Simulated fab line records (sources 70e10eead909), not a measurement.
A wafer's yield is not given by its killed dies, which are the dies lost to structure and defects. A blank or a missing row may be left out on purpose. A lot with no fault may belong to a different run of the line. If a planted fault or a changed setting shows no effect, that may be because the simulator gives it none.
Check of tool commonality | flow nand harc | Sampled: 14 lots, 48 wafers

REASON FOR OPENING
On 2 of the 14 lots, a flag is raised at NHARC_A_ONON_D2_THK_MEAS_24 on the reading thk nm. No-fault wafers: 1002 nm, standard deviation 9.4.
Rule: a lot is flagged when every wafer of it that has a number lies more than 4 standard deviations from that mean, or none has a number. The other lots count as sound.

lot  | measured     | on            | thk nm (nm), wafer by wafer | flag
L495 | day 12 18:14 | film metro-02 | 984 986 983                 |
L496 | day 13 16:16 | film metro-02 | 999 1001 998                |
L497 | day 13 16:17 | film metro-01 | 1005 1005 1003              |
L504 | day 17 02:13 | film metro-01 | 878 880 878 878 881 880     | FLAGGED
L505 | day 17 16:09 | film metro-02 | 874 872 872 874 873 874     | FLAGGED
L508 | day 18 01:28 | film metro-01 | 1001 1000 1001              |
L509 | day 19 07:04 | film metro-02 | 1011 1013 1010              |
L512 | day 19 12:32 | film metro-02 | 1003 1002 1002              |
L510 | day 19 12:34 | film metro-02 | 984 984 985                 |
L514 | day 20 19:08 | film metro-01 | 1009 1008 1006              |
L515 | day 21 08:04 | film metro-02 | 1004 1007 1006              |
L516 | day 22 02:43 | film metro-01 | 1003 1001 1002              |
L517 | day 22 06:28 | film metro-02 | 1008 1007 1006              |
L518 | day 22 14:14 | film metro-02 | 981 979 980                 |
Average over the flagged lots: 876 nm; offset from the usual -126 nm, equal to -13 standard deviations.

WHICH TOOL EACH LOT WENT THROUGH
3 process steps preceding the reading are held in the record, out of 1302 steps in the route. Read each cell as the tool, then ch plus the chambers that the sampled wafers visited, then the start.
lot  | flag    | NHARC_A_CHANNEL_FILL_D1_ETCHBACK_08           | NHARC_A_DECK1_JOINT_DEP_16      | NHARC_A_ONON_D2_DEP_22
L495 |         | rie diel-04 ch 1,2, day 12 07:43 or earlier   | pecvd-03 ch 0,2, day 12 07:43   | pecvd onon-03 ch 0, day 12 17:44
L496 |         | rie diel-04 ch 2,3, day 13 03:38 or earlier   | pecvd-04 ch 0,1,2, day 13 03:38 | pecvd onon-04 ch 0, day 13 15:46
L497 |         | rie diel-13 ch 1,2, day 13 03:42 or earlier   | pecvd-03 ch 0,1, day 13 03:42   | pecvd onon-03 ch 0, day 13 15:50
L504 | FLAGGED | rie diel-09 ch 0,1,3, day 16 13:36 or earlier | pecvd-04 ch 0,1,2, day 16 13:36 | pecvd onon-04 ch 0, day 17 01:42
L505 | FLAGGED | rie diel-13 ch 0,1,3, day 16 20:24 or earlier | pecvd-04 ch 0,1, day 16 20:24   | pecvd onon-04 ch 0, day 17 15:41
L508 |         | rie diel-09 ch 1,2,3, day 17 12:55 or earlier | pecvd-04 ch 0,1,2, day 17 12:55 | pecvd onon-01 ch 0, day 18 00:58
L509 |         | rie diel-09 ch 0,1,3, day 18 19:07 or earlier | pecvd-03 ch 0,1,2, day 18 19:07 | pecvd onon-03 ch 0, day 19 06:36
L512 |         | rie diel-13 ch 0,1,3, day 19 00:47 or earlier | pecvd-03 ch 0,1, day 19 00:47   | pecvd onon-01 ch 0, day 19 12:02
L510 |         | rie diel-09 ch 1,2,3, day 19 00:37 or earlier | pecvd-01 ch 0,2, day 19 00:37   | pecvd onon-03 ch 0, day 19 12:06
L514 |         | rie diel-09 ch 0,2,3, day 20 06:50 or earlier | pecvd-01 ch 0,1,2, day 20 06:50 | pecvd onon-04 ch 0, day 20 18:38
L515 |         | rie diel-09 ch 2,3, day 20 20:03 or earlier   | pecvd-04 ch 0,2, day 20 20:03   | pecvd onon-04 ch 0, day 21 07:37
L516 |         | rie diel-13 ch 0,2,3, day 21 12:37 or earlier | pecvd-04 ch 0,1,2, day 21 12:37 | pecvd onon-03 ch 0, day 22 02:20
L517 |         | rie diel-04 ch 0,1,2, day 21 18:47 or earlier | pecvd-04 ch 0,1,2, day 21 18:47 | pecvd onon-03 ch 0, day 22 05:58
L518 |         | rie diel-13 ch 1,2,3, day 22 02:34 or earlier | pecvd-04 ch 1,2, day 22 02:34   | pecvd onon-01 ch 0, day 22 13:43
These steps, and what they do:
- NHARC_A_CHANNEL_FILL_D1_ETCHBACK_08: etches the open film in C4F8, target depth 220 nm, time 110 s.
- NHARC_A_DECK1_JOINT_DEP_16: deposits SiO2, target thk 45 nm.
- NHARC_A_ONON_D2_DEP_22: target thk 1000 nm.
- NHARC_A_ONON_D2_THK_MEAS_24: measures by ellipsometry.

FLAGGED AGAINST TOTAL, ONE TOOL AT A TIME (gauges that did the reading follow at the end)
step                                | tool          | lots run | flagged | share of the flagged lots | sound lots run after its first flagged lot
NHARC_A_CHANNEL_FILL_D1_ETCHBACK_08 | rie diel-04   | 3        | 0       | none                      | -
NHARC_A_CHANNEL_FILL_D1_ETCHBACK_08 | rie diel-09   | 6        | 1       | some                      | 5 (L508,L509,L510,L514,L515)
NHARC_A_CHANNEL_FILL_D1_ETCHBACK_08 | rie diel-13   | 5        | 1       | some                      | 3 (L512,L516,L518)
NHARC_A_DECK1_JOINT_DEP_16          | pecvd-01      | 2        | 0       | none                      | -
NHARC_A_DECK1_JOINT_DEP_16          | pecvd-03      | 4        | 0       | none                      | -
NHARC_A_DECK1_JOINT_DEP_16          | pecvd-04      | 8        | 2       | all                       | 5 (L508,L515,L516,L517,L518)
NHARC_A_ONON_D2_DEP_22              | pecvd onon-01 | 3        | 0       | none                      | -
NHARC_A_ONON_D2_DEP_22              | pecvd onon-03 | 6        | 0       | none                      | -
NHARC_A_ONON_D2_DEP_22              | pecvd onon-04 | 5        | 2       | all                       | 2 (L514,L515)
NHARC_A_ONON_D2_THK_MEAS_24         | film metro-01 | 5        | 1       | some                      | 3 (L508,L514,L516)
NHARC_A_ONON_D2_THK_MEAS_24         | film metro-02 | 9        | 1       | some                      | 6 (L509,L512,L510,L515,L517,L518)
Because NHARC_A_CHANNEL_FILL_D1_ETCHBACK_08 lacks a start for some lots, the hours and order of its lots are taken from NHARC_A_DECK1_JOINT_DEP_16.

THE TABLE: WHAT IT ALLOWS
Table rows that saw every flagged lot: 2, namely pecvd-04 at NHARC_A_DECK1_JOINT_DEP_16 and pecvd onon-04 at NHARC_A_ONON_D2_DEP_22.
- pecvd-04 at NHARC_A_DECK1_JOINT_DEP_16: 2 of its 8 lots flagged. Sound lots ran on it after the first flagged one (L508, L515, L516, L517, L518), which a lasting fault on the whole tool wouldn't allow.
- pecvd onon-04 at NHARC_A_ONON_D2_DEP_22: 2 of its 5 lots flagged. Sound lots ran on it after the first flagged one (L514, L515), which a lasting fault on the whole tool wouldn't allow.
Every row of the table either missed a flagged lot or ran a sound lot after the first.

WHAT THE SIMULATOR HAD PUT IN
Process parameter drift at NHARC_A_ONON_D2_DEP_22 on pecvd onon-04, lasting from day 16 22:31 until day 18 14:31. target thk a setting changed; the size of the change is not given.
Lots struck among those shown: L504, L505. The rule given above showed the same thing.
